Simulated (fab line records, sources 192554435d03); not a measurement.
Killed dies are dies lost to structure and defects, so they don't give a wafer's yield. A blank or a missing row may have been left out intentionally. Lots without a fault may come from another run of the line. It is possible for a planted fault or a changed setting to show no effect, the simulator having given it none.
fab line records	flow n5-finfet
record: lots: 24	wafers: 72	last-day: 19
route steps=1938 shown BEOL_M9@1424 BEOL_M10@1470
lots with no fault: from the same line, run without faults
start-h: hours from the record's first day to the start of the lot's first wafer shown	wait-h: how many hours have passed since the lot's step before this one	" as in the row above	L1.1+2: a row that stands for several wafers	- no value, or no start given	* or withheld: withheld	< > ~ a bound
route shown NAME@n: names a module that has steps shown in the file, with the first one's number in the route	usual: mean/standard deviation of fault-free wafers	same: alike in all rows	chamber/n: place in a boat	sites: readings site by site	_std_site: the standard deviation of these	_edge_site: the outer-site mean with the inner-site mean subtracted	radius-mm: how far each site lies from the wafer's centre	mask NAME#n: copy n	behind: the last tool/chamber to shape the wafer	hold: what put the lot on hold/how long, in hours/how the hold closed	device: names the non-switching transistor (n, p or np)	end of line: the tests these same wafers got at the end of their route	step lacking rows: just its recipe	killed: dies that structure and defects cost at the first sort, which is not the same as the wafer's yield	map: a wafer's dies, x killed, . not, _ none there
set.NAME: setting as actually run; set.NAME@STEP: the setting as run at that earlier step	model.NAME: the simulator's own value behind a step, which no gauge read
route steps across a sampled set of lots; one table per step, one row per wafer
services: from which hour (start-h, from the record's first day; less than 0 if before it) a tool's chamber was out of use, for how many hours, and why
== steps ==
step: N5_BEOL_M9_CD_MEAS_18
recipe: pitch-nm: 140	target-cd-nm: 70
usual: cd-nm: 70.0/0.68
lot.wafer	tool	chamber	start-h	wait-h	cd-nm
L074.1	cd-sem-03	-	207.51	0.0	70.1
L074.4	"	-	"	"	70.8
L074.6	"	-	"	"	70.7
L075.2	cd-sem-02	-	211.27	0.1	69.5
L075.4	"	-	"	"	69.9
L075.5	"	-	"	"	69.5
L077.1	cd-sem-01	-	219.24	0.0	70.1
L077.2	"	-	"	"	70.4
L077.4	"	-	"	"	70.2
L078.1	cd-sem-03	-	224.83	0.0	71.3
L078.2	"	-	"	"	70.5
L078.4	"	-	"	"	70.4
L079.1	cd-sem-01	-	227.81	0.0	70.7
L079.4	"	-	"	"	71.5
L079.6	"	-	"	"	70.4
L080.2	cd-sem-03	-	237.27	0.1	69.3
L080.3	"	-	"	"	69.0
L080.4	"	-	"	"	69.3
L081.3	cd-sem-03	-	249.07	0.1	70.0
L081.4	"	-	"	"	69.2
L081.6	"	-	"	"	69.1
L082.3	cd-sem-01	-	252.65	0.1	70.3
L082.4	"	-	"	"	70.4
L082.6	"	-	"	"	71.2
L083.2	cd-sem-02	-	275.14	0.1	69.3
L083.5	"	-	"	"	68.8
L083.6	"	-	"	"	69.0
L084.1	cd-sem-01	-	283.13	0.0	69.3
L084.3	"	-	"	"	70.0
L084.5	"	-	"	"	70.7
L086.1	cd-sem-03	-	287.10	0.0	70.3
L086.2	"	-	"	"	70.3
L086.3	"	-	"	"	70.3
L085.2	cd-sem-02	-	287.28	0.1	69.1
L085.4	"	-	"	"	69.7
L085.6	"	-	"	"	69.5
L087.1	cd-sem-01	-	294.15	0.0	69.5
L087.2	"	-	"	"	70.5
L087.5	"	-	"	"	70.1
L089.1	cd-sem-03	-	300.42	0.0	70.1
L089.4	"	-	"	"	69.3
L089.6	"	-	"	"	69.7
L088.1	cd-sem-02	-	303.50	0.0	70.7
L088.4	"	-	"	"	69.8
L088.5	"	-	"	"	69.3
L090.1	cd-sem-02	-	303.94	0.1	69.7
L090.5	"	-	"	"	70.3
L090.6	"	-	"	"	69.9
L091.1	cd-sem-01	-	318.97	0.0	69.8
L091.2	"	-	"	"	68.8
L091.4	"	-	"	"	69.7
L092.2	cd-sem-03	-	319.56	0.1	70.2
L092.4	"	-	"	"	69.9
L092.5	"	-	"	"	70.7
L093.2	cd-sem-03	-	322.45	0.1	71.0
L093.4	"	-	"	"	70.5
L093.6	"	-	"	"	70.7
L094.4	cd-sem-01	-	350.37	0.1	68.3
L094.5	"	-	"	"	69.6
L094.6	"	-	"	"	69.1
L076.2	cd-sem-03	-	350.81	0.1	69.5
L076.3	"	-	"	"	68.5
L076.5	"	-	"	"	69.6
L095.1	cd-sem-03	-	355.00	0.0	70.1
L095.3	"	-	"	"	71.0
L095.6	"	-	"	"	70.5
L097.1	cd-sem-01	-	372.12	0.0	71.2
L097.3	"	-	"	"	69.7
L097.6	"	-	"	"	70.0
L096.1	cd-sem-03	-	388.97	0.0	71.1
L096.3	"	-	"	"	70.2
L096.4	"	-	"	"	68.7
step: N5_BEOL_M9_STRIP_36
recipe: chemistry: N2/H2	power-w: 450	temp-c: 40	pressure-mtorr: 20	rf-frequency-hz: 6e+07	overash-fraction: 0.3	bias-power-w: 7	h2-frac: 0.5	n2-flow-sccm: 200	h2-flow-sccm: 200
usual: drypump-motor-current-A: 5.5/0.4	oes-product-au: 0.78/0.081	rf-vpp-V: 59.1/1.4	showerhead-plenum-p-Torr: 2.55/0.091	throttle-valve-pct: 23.9/0.35
same: overash-fraction: 0.3
lot.wafer	tool	chamber	start-h	wait-h	drypump-motor-current-A	oes-product-au	rf-hours-counter-h	rf-vpp-V	showerhead-plenum-p-Torr	throttle-valve-pct
L074.1	rie-diel-02	3	209.29	0.0	5.7	0.91	21	57.7	2.71	23.5
L074.4	"	2	"	"	5.7	0.75	161	59.5	2.65	23.7
L074.6	"	1	"	"	6.0	0.86	-	59.6	2.58	24.1
L075.2	rie-diel-05	3	214.50	0.0	5.3	0.72	187	59.7	2.41	23.4
L075.4	"	0	"	"	5.0	0.97	-	58.3	2.62	24.5
L075.5	"	3	"	"	5.3	0.73	-	58.7	2.41	23.4
L077.1	rie-diel-02	1	220.12	0.0	6.1	0.87	55	59.4	2.58	24.0
L077.2	"	2	"	"	5.7	0.75	164	57.8	2.64	23.7
L077.4	"	3	"	"	5.7	0.90	24	59.9	2.71	23.5
L078.1	rie-diel-02	2	225.65	0.0	5.8	0.76	166	56.2	2.64	23.7
L078.2	"	1	"	"	6.1	0.87	58	60.6	2.58	24.0
L078.4	"	0	"	"	5.6	0.79	118	58.1	2.57	24.0
L079.1	rie-diel-04	0	231.77	0.0	5.5	0.71	208	58.6	2.63	23.4
L079.4	"	3	"	"	5.4	0.66	-	60.0	2.51	24.0
L079.6	"	2	"	"	5.0	0.88	-	59.0	2.59	23.6
L080.2	rie-diel-04	2	240.29	0.0	5.0	0.88	28	59.3	2.58	23.6
L080.3	"	3	"	"	5.4	0.66	248	56.7	2.51	24.0
L080.4	"	0	"	"	5.5	0.71	212	60.7	2.63	23.4
L081.3	rie-diel-02	1	250.79	0.0	6.1	0.85	64	60.6	2.57	24.1
L081.4	"	0	"	"	5.6	0.78	125	58.7	2.56	24.0
L081.6	"	0	"	"	5.5	0.78	-	59.8	2.56	24.0
L082.3	rie-diel-05	3	255.95	0.0	5.4	0.73	199	58.6	2.40	23.4
L082.4	"	2	"	"	5.6	0.72	179	58.9	2.41	23.8
L082.6	"	0	"	"	5.0	0.93	-	59.7	2.62	24.5
L083.2	rie-diel-04	0	276.66	0.0	5.5	0.70	221	59.0	2.62	23.5
L083.5	"	1	"	"	5.0	0.74	-	56.3	2.63	23.7
L083.6	"	2	"	"	5.0	0.88	-	58.4	2.58	23.6
L084.1	rie-diel-05	2	284.87	0.0	5.7	0.72	188	59.4	2.41	23.8
L084.3	"	1	"	"	6.2	0.77	115	57.5	2.57	24.3
L084.5	"	2	"	"	5.7	0.72	-	58.2	2.41	23.9
L086.1	rie-diel-05	2	288.15	0.0	5.8	0.72	190	57.8	2.41	23.8
L086.2	"	3	"	"	5.3	0.73	205	57.9	2.40	23.5
L086.3	"	1	"	"	6.2	0.76	117	59.0	2.57	24.3
L085.2	rie-diel-05	2	288.58	0.0	5.7	0.72	190	59.2	2.41	23.8
L085.4	"	2	"	"	5.6	0.73	-	59.2	2.41	23.9
L085.6	"	1	"	"	6.2	0.77	-	56.5	2.57	24.3
L087.1	rie-diel-04	2	296.09	0.0	5.0	0.86	43	60.5	2.58	23.6
L087.2	"	3	"	"	5.4	0.95	8	58.1	2.51	23.8
L087.5	"	0	"	"	5.5	0.70	-	61.4	2.62	23.4
L089.1	rie-diel-04	0	302.38	0.0	5.5	0.71	228	61.7	2.62	23.4
L089.4	"	1	"	"	5.0	0.73	175	60.5	2.62	23.8
L089.6	"	3	"	"	5.4	0.93	-	58.5	2.51	23.8
L088.1	rie-diel-05	1	306.65	0.0	6.2	0.76	121	57.9	2.57	24.4
L088.4	"	3	"	"	5.3	0.71	209	59.2	2.40	23.4
L088.5	"	3	"	"	5.4	0.70	-	58.8	2.40	23.4
L090.1	rie-diel-05	2	307.07	0.0	5.6	0.72	193	61.1	2.41	23.9
L090.5	"	0	"	"	5.0	0.90	-	58.1	2.61	24.5
L090.6	"	1	"	"	6.2	0.77	-	60.8	2.56	24.3
L091.1	rie-diel-04	1	319.93	0.0	5.0	0.73	180	57.7	2.62	23.8
L091.2	"	2	"	"	5.0	0.84	50	59.5	2.58	23.6
L091.4	"	0	"	"	5.5	0.69	234	61.2	2.62	23.5
L092.2	rie-diel-02	1	323.75	0.0	6.1	0.83	86	59.7	2.57	24.1
L092.4	"	3	"	"	5.7	0.86	51	58.3	2.70	23.6
L092.5	"	3	"	"	5.7	0.85	-	59.8	2.70	23.5
L093.2	rie-diel-05	0	323.92	0.0	5.0	0.89	33	59.2	2.61	24.5
L093.4	"	1	"	"	6.2	0.75	127	57.9	2.56	24.4
L093.6	"	3	"	"	5.4	0.70	-	59.0	2.40	23.5
L094.4	rie-diel-04	1	351.50	0.0	5.0	0.70	-	57.8	2.61	23.8
L094.5	"	2	"	"	5.0	0.81	-	60.6	2.57	23.7
L094.6	"	0	"	"	5.4	0.68	-	59.5	2.61	23.5
L076.2	rie-diel-05	1	352.24	0.0	6.2	0.75	135	56.8	2.56	24.3
L076.3	"	2	"	"	5.7	0.71	208	58.5	2.40	23.9
L076.5	"	1	"	"	6.2	0.76	-	59.3	2.56	24.3
L095.1	rie-diel-05	2	357.48	0.0	5.7	0.71	209	57.1	2.40	23.8
L095.3	"	1	"	"	6.2	0.75	136	58.5	2.56	24.4
L095.6	"	1	"	"	6.2	0.75	-	58.7	2.56	24.3
L097.1	rie-diel-04	3	373.18	0.0	5.4	0.91	23	58.1	2.50	23.8
L097.3	"	1	"	"	5.0	0.71	197	59.2	2.61	23.8
L097.6	"	2	"	"	5.0	0.82	-	60.1	2.57	23.6
L096.1	rie-diel-05	1	390.06	0.0	6.2	0.74	146	56.1	2.56	24.3
L096.3	"	2	"	"	5.7	0.69	220	54.8	2.40	23.9
L096.4	"	3	"	"	5.3	0.69	234	59.3	2.39	23.5
step: N5_BEOL_M9_OCD_MEAS_38
usual: trench-depth-nm: 151/3.1
lot.wafer	tool	chamber	start-h	wait-h	trench-depth-nm
L074.1	ocd-01	-	209.50	-	153
L074.4	"	-	"	"	155
L074.6	"	-	"	"	155
L075.2	ocd-01	-	214.71	-	151
L075.4	"	-	"	"	156
L075.5	"	-	"	"	151
L077.1	ocd-02	-	220.34	-	155
L077.2	"	-	"	"	155
L077.4	"	-	"	"	154
L078.1	ocd-01	-	225.87	-	154
L078.2	"	-	"	"	153
L078.4	"	-	"	"	151
L079.1	ocd-01	-	232.00	-	151
L079.4	"	-	"	"	147
L079.6	"	-	"	"	154
L080.2	ocd-02	-	240.50	-	155
L080.3	"	-	"	"	150
L080.4	"	-	"	"	152
L081.3	ocd-01	-	251.01	-	154
L081.4	"	-	"	"	152
L081.6	"	-	"	"	150
L082.3	ocd-02	-	256.17	-	151
L082.4	"	-	"	"	148
L082.6	"	-	"	"	153
L083.2	ocd-02	-	276.88	-	152
L083.5	"	-	"	"	143
L083.6	"	-	"	"	155
L084.1	ocd-02	-	285.09	-	148
L084.3	"	-	"	"	150
L084.5	"	-	"	"	150
L086.1	ocd-01	-	288.37	-	148
L086.2	"	-	"	"	149
L086.3	"	-	"	"	149
L085.2	ocd-02	-	288.80	-	148
L085.4	"	-	"	"	147
L085.6	"	-	"	"	149
L087.1	ocd-01	-	296.31	-	154
L087.2	"	-	"	"	151
L087.5	"	-	"	"	152
L089.1	ocd-01	-	302.59	-	152
L089.4	"	-	"	"	146
L089.6	"	-	"	"	151
L088.1	ocd-01	-	306.86	-	150
L088.4	"	-	"	"	150
L088.5	"	-	"	"	150
L090.1	ocd-01	-	307.29	-	150
L090.5	"	-	"	"	153
L090.6	"	-	"	"	152
L091.1	ocd-02	-	320.14	-	143
L091.2	"	-	"	"	154
L091.4	"	-	"	"	151
L092.2	ocd-02	-	323.97	-	154
L092.4	"	-	"	"	153
L092.5	"	-	"	"	153
L093.2	ocd-01	-	324.13	-	154
L093.4	"	-	"	"	151
L093.6	"	-	"	"	152
L094.4	ocd-02	-	351.69	-	143
L094.5	"	-	"	"	155
L094.6	"	-	"	"	152
L076.2	ocd-02	-	352.45	-	150
L076.3	"	-	"	"	148
L076.5	"	-	"	"	149
L095.1	ocd-01	-	357.69	-	149
L095.3	"	-	"	"	150
L095.6	"	-	"	"	150
L097.1	ocd-02	-	373.39	-	153
L097.3	"	-	"	"	145
L097.6	"	-	"	"	155
L096.1	ocd-02	-	390.27	-	150
L096.3	"	-	"	"	147
L096.4	"	-	"	"	148
step: N5_BEOL_M9_DEP_56
recipe: material: SiCN	target-thk-a: 150	temp-c: withheld	precursor: 3MS/NH3	pressure-torr: 3	rf-w: 202	time-s: 26.5
usual: showerhead-plenum-p-Torr: 3.662/0.014	throttle-valve-pct: 8.9/0.48
lot.wafer	tool	chamber	start-h	wait-h	showerhead-plenum-p-Torr	since-wet-clean-h	throttle-valve-pct
L074.1	pecvd-02	0	212.10	0.0	3.670	916	9.0
L074.4	"	1	"	"	3.665	-	8.9
L074.6	"	2	"	"	3.659	-	8.3
L075.2	pecvd-01	0	217.34	0.0	3.681	1284	9.2
L075.4	"	1	"	"	3.658	-	9.3
L075.5	"	0	"	"	3.693	-	9.2
L077.1	pecvd-02	2	224.02	0.0	3.666	174	8.3
L077.2	"	1	"	"	3.661	1653	8.9
L077.4	"	0	"	"	3.662	-	9.4
L078.1	pecvd-01	0	228.78	0.0	3.686	1295	9.3
L078.2	"	1	"	"	3.669	2020	8.9
L078.4	"	0	"	"	3.693	-	9.2
L079.1	pecvd-01	1	234.57	0.0	3.654	2026	9.2
L079.4	"	1	"	"	3.666	-	9.3
L079.6	"	2	"	"	3.651	-	8.1
L080.2	pecvd-01	1	242.69	0.0	3.668	2034	9.1
L080.3	"	1	"	"	3.664	-	9.0
L080.4	"	0	"	"	3.688	-	9.5
L081.3	pecvd-01	1	253.89	0.0	3.657	2045	9.1
L081.4	"	2	"	"	3.645	-	8.2
L081.6	"	0	"	"	3.687	-	9.3
L082.3	pecvd-02	0	259.22	0.0	3.671	963	9.1
L082.4	"	2	"	"	3.654	-	8.4
L082.6	"	1	"	"	3.661	-	9.1
L083.2	pecvd-01	0	279.45	0.0	3.688	1346	9.5
L083.5	"	1	"	"	3.666	-	9.0
L083.6	"	0	"	"	3.691	-	9.6
L084.1	pecvd-03	0	287.97	0.0	3.663	811	9.4
L084.3	"	2	"	"	3.649	57	7.9
L084.5	"	2	"	"	3.646	-	8.1
L086.1	pecvd-02	2	292.76	0.0	3.664	243	8.5
L086.2	"	0	"	"	3.665	997	9.2
L086.3	"	1	"	"	3.668	1722	9.1
L085.2	pecvd-01	0	293.04	0.0	3.685	1359	9.1
L085.4	"	2	"	"	3.646	-	8.3
L085.6	"	1	"	"	3.669	-	9.3
L087.1	pecvd-02	0	299.07	0.0	3.667	1003	9.1
L087.2	"	1	"	"	3.664	1728	8.7
L087.5	"	2	"	"	3.658	-	8.5
L089.1	pecvd-01	1	305.27	0.0	3.666	2097	9.1
L089.4	"	2	"	"	3.644	-	8.1
L089.6	"	1	"	"	3.664	-	9.0
L088.1	pecvd-02	1	309.58	0.0	3.658	1738	9.1
L088.4	"	2	"	"	3.658	-	8.5
L088.5	"	0	"	"	3.652	-	9.5
L090.1	pecvd-01	1	310.39	0.0	3.667	2102	9.2
L090.5	"	0	"	"	3.690	-	9.4
L090.6	"	2	"	"	3.647	-	8.6
L091.1	pecvd-03	2	323.97	0.0	3.645	93	8.0
L091.2	"	0	"	"	3.656	847	9.4
L091.4	"	1	"	"	3.669	-	8.7
L092.2	pecvd-03	2	326.17	0.0	3.653	95	8.0
L092.4	"	2	"	"	3.651	-	8.0
L092.5	"	1	"	"	3.665	-	8.5
L093.2	pecvd-03	1	326.49	0.0	3.662	1574	9.1
L093.4	"	0	"	"	3.663	-	9.5
L093.6	"	2	"	"	3.640	-	8.0
L094.4	pecvd-01	1	355.38	0.0	3.665	-	9.1
L094.5	"	0	"	"	3.688	-	9.3
L094.6	"	2	"	"	3.636	-	8.4
L076.2	pecvd-01	1	355.60	0.0	3.664	2147	9.1
L076.3	"	1	"	"	3.670	-	9.3
L076.5	"	2	"	"	3.633	-	8.5
L095.1	pecvd-01	2	360.63	0.0	3.637	673	8.2
L095.3	"	1	"	"	3.666	-	9.1
L095.6	"	2	"	"	3.643	-	8.5
L097.1	pecvd-03	0	376.05	0.0	3.657	899	9.6
L097.3	"	1	"	"	3.668	1624	9.0
L097.6	"	2	"	"	3.650	-	7.9
L096.1	pecvd-02	0	394.52	0.0	3.658	1098	9.2
L096.3	"	1	"	"	3.655	1823	9.3
L096.4	"	0	"	"	3.660	-	9.2
step: N5_BEOL_M10_ILD_DEP_00
recipe: material: SiCOH_lowk	target-thk-a: 3085.1	temp-c: 300	precursor: DEMS/porogen	pressure-torr: 5	rf-w: 500	time-s: 58
usual: heater-power-w: 307/45	showerhead-plenum-p-Torr: 5.737/0.015	throttle-valve-pct: 13.5/0.68
lot.wafer	tool	chamber	start-h	wait-h	heater-power-w	showerhead-plenum-p-Torr	since-wet-clean-h	throttle-valve-pct
L074.1	pecvd-01	1	212.23	0.0	252	5.760	2004	13.9
L074.4	"	2	"	"	266	5.713	-	12.5
L074.6	"	1	"	"	266	5.744	-	13.9
L075.2	pecvd-04	0	217.48	0.0	304	5.741	1103	13.7
L075.4	"	1	"	"	415	5.752	-	13.1
L075.5	"	0	"	"	304	5.744	-	13.8
L077.1	pecvd-03	1	224.16	0.0	304	5.741	1472	13.4
L077.2	"	0	"	"	307	5.728	747	14.4
L077.4	"	0	"	"	316	5.732	-	14.3
L078.1	pecvd-01	1	228.91	0.0	240	5.754	2020	14.0
L078.2	"	2	"	"	280	5.704	541	12.5
L078.4	"	2	"	"	289	5.715	-	12.8
L079.1	pecvd-03	1	234.70	0.0	304	5.740	1482	13.2
L079.4	"	1	"	"	246	5.736	-	13.4
L079.6	"	1	"	"	263	5.738	-	13.0
L080.2	pecvd-03	1	242.85	0.0	255	5.738	1490	13.2
L080.3	"	2	"	"	279	5.705	-	11.8
L080.4	"	1	"	"	272	5.742	-	13.7
L081.3	pecvd-04	1	254.02	0.0	409	5.734	1864	13.2
L081.4	"	0	"	"	320	5.744	-	14.0
L081.6	"	2	"	"	349	5.723	-	12.9
L082.3	pecvd-04	0	259.35	0.0	338	5.723	1144	13.8
L082.4	"	2	"	"	308	5.739	-	13.0
L082.6	"	0	"	"	344	5.729	-	14.1
L083.2	pecvd-04	1	279.59	0.0	370	5.736	1890	13.2
L083.5	"	1	"	"	388	5.733	-	13.4
L083.6	"	2	"	"	321	5.719	-	12.9
L084.1	pecvd-03	2	288.12	0.0	291	5.708	57	12.2
L084.3	"	1	"	"	295	5.736	1536	13.5
L084.5	"	0	"	"	288	5.741	-	14.5
L086.1	pecvd-03	2	292.89	0.0	343	5.730	62	12.2
L086.2	"	1	"	"	282	5.733	1541	13.6
L086.3	"	0	"	"	304	5.736	816	14.6
L085.2	pecvd-03	2	293.18	0.0	298	5.735	62	12.3
L085.4	"	0	"	"	304	5.745	-	14.4
L085.6	"	1	"	"	303	5.749	-	13.4
L087.1	pecvd-03	0	299.21	0.0	305	5.727	822	14.8
L087.2	"	1	"	"	252	5.746	1547	13.4
L087.5	"	1	"	"	260	5.728	-	13.2
L089.1	pecvd-01	2	305.40	0.0	233	5.723	618	12.7
L089.4	"	0	"	"	311	5.755	-	14.8
L089.6	"	1	"	"	243	5.742	-	13.9
L088.1	pecvd-04	0	309.72	0.0	342	5.739	1195	14.1
L088.4	"	1	"	"	399	5.735	-	13.4
L088.5	"	0	"	"	356	5.722	-	14.2
L090.1	pecvd-04	2	310.52	0.0	302	5.741	142	13.2
L090.5	"	1	"	"	407	5.735	-	13.4
L090.6	"	2	"	"	305	5.747	-	13.1
L091.1	pecvd-01	1	324.10	0.0	227	5.739	2115	14.0
L091.2	"	2	"	"	258	5.705	636	13.0
L091.4	"	1	"	"	240	5.724	-	14.1
L092.2	pecvd-01	0	326.30	0.0	285	5.759	1393	14.2
L092.4	"	1	"	"	256	5.753	-	14.1
L092.5	"	2	"	"	299	5.725	-	12.7
L093.2	pecvd-04	2	326.63	0.0	286	5.732	158	13.0
L093.4	"	2	"	"	297	5.722	-	13.0
L093.6	"	0	"	"	313	5.737	-	13.9
L094.4	pecvd-03	2	355.52	0.1	300	5.722	-	12.6
L094.5	"	0	"	"	270	5.718	-	14.7
L094.6	"	1	"	"	306	5.734	-	13.2
L076.2	pecvd-01	1	355.75	0.0	286	5.744	2147	14.1
L076.3	"	1	"	"	278	5.733	-	14.0
L076.5	"	1	"	"	220	5.735	-	14.2
L095.1	pecvd-04	0	360.78	0.0	358	5.738	1246	13.8
L095.3	"	1	"	"	384	5.734	1971	13.2
L095.6	"	1	"	"	404	5.736	-	13.4
L097.1	pecvd-01	1	376.19	0.0	246	5.748	2168	13.9
L097.3	"	2	"	"	267	5.705	689	12.3
L097.6	"	0	"	"	323	5.762	-	14.2
L096.1	pecvd-04	1	394.66	0.0	380	5.744	2005	13.3
L096.3	"	2	"	"	268	5.742	226	13.4
L096.4	"	0	"	"	351	5.745	-	14.2
step: N5_BEOL_M10_INSPECT_13
recipe: mode: adi	inspect-instrument: brightfield
usual: raw-defect-count: 400/85
lot.wafer	tool	chamber	start-h	wait-h	raw-defect-count
L074.1	defect-inspect-02	-	214.89	0.0	272
L074.4	"	-	"	"	390
L074.6	"	-	"	"	325
L075.2	defect-inspect-02	-	220.28	0.0	364
L075.4	"	-	"	"	315
L075.5	"	-	"	"	367
L077.1	defect-inspect-02	-	226.67	0.0	468
L077.2	"	-	"	"	418
L077.4	"	-	"	"	302
L078.1	defect-inspect-02	-	231.22	0.0	232
L078.2	"	-	"	"	388
L078.4	"	-	"	"	372
L079.1	defect-inspect-02	-	237.26	0.0	434
L079.4	"	-	"	"	426
L079.6	"	-	"	"	423
L080.2	defect-inspect-01	-	245.54	0.0	433
L080.3	"	-	"	"	470
L080.4	"	-	"	"	459
L081.3	defect-inspect-02	-	257.76	0.0	583
L081.4	"	-	"	"	529
L081.6	"	-	"	"	561
L082.3	defect-inspect-02	-	260.59	0.0	352
L082.4	"	-	"	"	375
L082.6	"	-	"	"	303
L083.2	defect-inspect-01	-	282.26	0.0	422
L083.5	"	-	"	"	375
L083.6	"	-	"	"	429
L084.1	defect-inspect-02	-	289.36	0.0	352
L084.3	"	-	"	"	286
L084.5	"	-	"	"	361
L086.1	defect-inspect-01	-	294.44	0.0	323
L086.2	"	-	"	"	420
L086.3	"	-	"	"	330
L085.2	defect-inspect-02	-	296.93	0.0	413
L085.4	"	-	"	"	591
L085.6	"	-	"	"	438
L087.1	defect-inspect-02	-	300.64	0.0	577
L087.2	"	-	"	"	357
L087.5	"	-	"	"	586
L089.1	defect-inspect-01	-	307.72	0.0	282
L089.4	"	-	"	"	372
L089.6	"	-	"	"	302
L088.1	defect-inspect-01	-	311.23	0.0	547
L088.4	"	-	"	"	570
L088.5	"	-	"	"	554
L090.1	defect-inspect-01	-	311.77	0.0	243
L090.5	"	-	"	"	274
L090.6	"	-	"	"	288
L091.1	defect-inspect-01	-	325.88	0.0	384
L091.2	"	-	"	"	377
L091.4	"	-	"	"	380
L092.2	defect-inspect-02	-	328.27	0.0	481
L092.4	"	-	"	"	365
L092.5	"	-	"	"	442
L093.2	defect-inspect-01	-	329.43	0.0	460
L093.4	"	-	"	"	436
L093.6	"	-	"	"	379
L094.4	defect-inspect-01	-	358.16	0.0	579
L094.5	"	-	"	"	431
L094.6	"	-	"	"	540
L076.2	defect-inspect-01	-	358.42	0.0	329
L076.3	"	-	"	"	500
L076.5	"	-	"	"	439
L095.1	defect-inspect-02	-	364.06	0.0	339
L095.3	"	-	"	"	444
L095.6	"	-	"	"	387
L097.1	defect-inspect-01	-	378.40	0.0	366
L097.3	"	-	"	"	234
L097.6	"	-	"	"	240
L096.1	defect-inspect-02	-	397.28	0.0	320
L096.3	"	-	"	"	295
L096.4	"	-	"	"	301
== services ==
tool	chamber	start-h	hours	kind
pecvd-03	2	202.38	-	clean
rie-diel-05	1	213.02	4.7	repair
rie-diel-04	1	214.95	6.7	repair
rie-diel-04	1	222.61	13.5	repair
rie-diel-05	1	230.47	5.5	repair
rie-diel-02	1	230.65	2.4	repair
pecvd-03	0	230.99	13.4	repair
pecvd-01	2	237.14	7.1	repair
rie-diel-05	3	263.47	13.5	repair
pecvd-04	-	285.39	1.9	repair
pecvd-01	-	286.63	6.0	pm
rie-diel-02	3	294.20	9.6	repair
pecvd-02	-	309.21	0.3	repair
pecvd-02	2	319.24	2.2	repair
rie-diel-04	3	330.35	22.4	repair
pecvd-03	2	336.06	4.2	repair
pecvd-01	0	355.42	16.5	scheduled-down
pecvd-03	0	363.33	5.6	repair
rie-diel-02	0	375.55	2.3	repair
pecvd-01	1	383.62	-	clean
pecvd-01	1	383.62	-	consumable-replace:showerhead
pecvd-01	1	383.62	29.0	scheduled-down
pecvd-01	1	383.62	29.0	vent-cycle
rie-diel-05	2	392.86	3.8	repair
== key ==
fault none
